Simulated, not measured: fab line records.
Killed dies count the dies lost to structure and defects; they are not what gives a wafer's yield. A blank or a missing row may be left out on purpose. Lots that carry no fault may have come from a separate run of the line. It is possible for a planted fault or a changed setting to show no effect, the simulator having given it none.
One fault seen from 3 desks | flow n5Finfet | numbers are kept per desk, each desk with only its own; the story behind them comes last

AT THE METROLOGY DESK
Means of the sampled wafers that have a number, per lot and without regard to the tool the lot ran on: this is what the gauges read. The brackets show how far a lot's mean lies from the usual mean; more than 4 standard deviations puts the lot out of limits, marked OUT.
Columns: A = M6_RS at N5_BEOL_M6_RS_MEAS_57, usual 0.288 ohm/sq; B = M7_ILD_THK at N5_BEOL_M7_THK_MEAS_01, usual 155.2 nm
lot  | first seen here | A     | B
L774 | day 13 04:19    | 0.277 | 156.9
L780 | day 13 20:47    | 0.292 | 154.4
L777 | day 13 22:36    | 0.295 | 157.3
L779 | day 14 18:39    | 0.291 | 153.3
L781 | day 15 00:01    | 0.291 | 173.4 (+8.3) OUT
L788 | day 16 01:56    | 0.294 | 155.4
L787 | day 16 15:59    | 0.284 | 172.3 (+7.8) OUT
L789 | day 16 23:21    | 0.296 | 155.0
L792 | day 17 02:54    | 0.286 | 153.7
L794 | day 17 07:21    | 0.285 | 155.0
This desk's finding: out of limits on L781, L787; first on L781, day 15 00:39 (M7_ILD_THK at N5_BEOL_M7_THK_MEAS_01). Within limits: L774, L780, L777, L779, L788, L789, L792, L794.

THE DEFECT DESK
Counts from the inspections along the route, per lot, as means over the sampled wafers that have a number. The brackets show how far a lot's mean lies from the usual mean; more than 4 standard deviations puts the lot out of limits, marked OUT.
Columns: A = rawDefectCount at N5_BEOL_M6_INSPECT_58, usual 70
lot  | first seen here | A
L774 | day 13 04:20    | 77
L780 | day 13 20:49    | 70
L777 | day 13 22:38    | 71
L779 | day 14 18:41    | 67
L781 | day 15 00:02    | 67
L788 | day 16 01:57    | 90
L787 | day 16 16:00    | 79
L789 | day 16 23:23    | 68
L792 | day 17 02:55    | 53
L794 | day 17 07:23    | 85
Finding of this desk: none of the 10 lots has anything out of limits.

TOOL OWNER'S DESK, pecvd-01
The tool's own readings at N5_BEOL_M7_ILD_DEP_00 (deposits SiCOH lowk from DEMS/porogen, target thk 179.75 nm, time 33.4 s): means of the sampled wafers that have a number, for each lot that ran on this tool. The brackets show how far a lot's mean lies from the usual mean; more than 4 standard deviations puts the lot out of limits, marked OUT.
Columns: A = heaterPowerW at N5_BEOL_M7_ILD_DEP_00, usual 313 W; B = showerheadPlenumPTorr at N5_BEOL_M7_ILD_DEP_00, usual 5.736 Torr; C = throttleValvePct at N5_BEOL_M7_ILD_DEP_00, usual 13.7 %
lot  | first seen here | A   | B     | C
L780 | day 13 20:51    | 314 | 5.737 | 13.7
L779 | day 14 18:43    | 303 | 5.734 | 14.3
L781 | day 15 00:04    | 304 | 5.737 | 13.5
L787 | day 16 16:02    | 305 | 5.735 | 13.7
Finding of this desk: none of the 4 lots has anything out of limits.

BROUGHT TOGETHER
An alarm was possible from the metrology desk at day 15 00:39, on L781, L787.
Nothing the defect desk looked at was out of limits.
Nothing out of limits was seen by the tool owner's desk.
The defect desk has L781, L787 on record, within its limits.
Tool owner's desk: L781, L787 on record, inside its limits.
The lots listed all ran N5_BEOL_M7_ILD_DEP_00 on pecvd-01.

WHAT HAD BEEN PUT IN BY THE SIMULATOR
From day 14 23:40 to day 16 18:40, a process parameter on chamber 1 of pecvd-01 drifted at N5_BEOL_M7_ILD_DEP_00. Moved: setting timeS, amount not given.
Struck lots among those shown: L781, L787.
Hours from the fault's start to each desk's first reading out of limits: the metrology desk, 1.
